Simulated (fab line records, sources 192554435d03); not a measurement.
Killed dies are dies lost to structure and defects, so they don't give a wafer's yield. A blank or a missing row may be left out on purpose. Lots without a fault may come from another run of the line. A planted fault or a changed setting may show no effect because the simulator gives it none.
Split-lot experiment | flow n5_finfet | 7 lots, 21 wafers read, on a route of 1938 steps

THE SPLIT
At N5_BEOL_M13_EXPOSE_07 (exposes mask V12), the setting dose_mj was moved away from the recipe's 24.8 on 4 of the 21 wafers read, by -6.0% to +4.6%. The other wafers ran this setting at the recipe's value.

FROM THE SPLIT TO THE READING: what the file shows between them, 3 steps
- N5_BEOL_M13_PEB_08: peb time 90 s
- N5_BEOL_M13_DEVELOP_09: develop time 45 s
- N5_BEOL_M13_HARDBAKE_14: time 120 s

THE READING
cd_nm, in nm, at N5_BEOL_M13_CD_MEAS_10 (target cd 190 nm). Fault-free wafers of this fab line usually give 190.2 nm, standard deviation 1.3 nm.

wafer  | tool, chamber at the split | dose_mj as run | against the recipe | cd_nm, nm | against lot-mates on the recipe
L075.2 | krf_scanner-01, 0          | 24.8           | recipe             | 187.7     | -
L075.3 | krf_scanner-01, 0          | 24.8           | recipe             | 187.0     | -
L075.6 | krf_scanner-01, 0          | 24.8           | recipe             | 187.4     | -
L077.1 | krf_scanner-02, 0          | 24.8           | recipe             | 192.7     | -
L077.2 | krf_scanner-02, 0          | 24.8           | recipe             | 191.9     | -
L077.3 | krf_scanner-02, 0          | 24.8           | recipe             | 191.8     | -
L076.1 | krf_scanner-02, 0          | 25.94          | +4.6%              | 195.0     | +4.3
L076.2 | krf_scanner-02, 0          | 24.8           | recipe             | 190.7     | -
L076.3 | krf_scanner-02, 0          | 25.94          | +4.6%              | 194.9     | +4.2
L083.3 | krf_scanner-02, 0          | 24.8           | recipe             | 191.6     | -
L083.4 | krf_scanner-02, 0          | 24.8           | recipe             | 189.8     | -
L083.5 | krf_scanner-02, 0          | 24.8           | recipe             | 190.6     | -
L085.2 | krf_scanner-01, 0          | 24.8           | recipe             | 189.3     | -
L085.4 | krf_scanner-01, 0          | 23.32          | -6.0%              | 183.1     | -6.2
L085.6 | krf_scanner-01, 0          | 23.32          | -6.0%              | 183.3     | -6.0
L092.1 | krf_scanner-02, 0          | 24.8           | recipe             | 192.6     | -
L092.3 | krf_scanner-02, 0          | 24.8           | recipe             | 191.7     | -
L092.6 | krf_scanner-02, 0          | 24.8           | recipe             | 193.3     | -
L096.3 | krf_scanner-01, 0          | 24.8           | recipe             | 187.9     | -
L096.4 | krf_scanner-01, 0          | 24.8           | recipe             | 189.0     | -
L096.5 | krf_scanner-01, 0          | 24.8           | recipe             | 189.6     | -

THE FIT
A straight line over all 21 wafers: cd_nm changes by +1.12 nm for each +1% of dose_mj; r = +0.83; the points scatter about the line by 1.8 nm.
The same after taking each lot's own level away (the mean of its wafers on the recipe; 21 wafers): +0.985 nm for each +1%; r = +0.98; scatter 0.53 nm.
On that fit, the largest move of dose_mj shifts the reading by 5.9 nm.
The lots' own levels span 187.37 to 192.53 nm, that is 4.0 times the standard deviation above.
So the lot-to-lot level changes the slope: the two fits differ.
Check: with one of the wafers moved furthest among these (-6.0%) left out of the fit, the line predicts -5.78 nm for it against its lot-mates. It came out at -6.2 nm against them.

THE FILE'S OWN FIT
cd_nm changes by +0.984 nm for each +1% of dose_mj, r = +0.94.
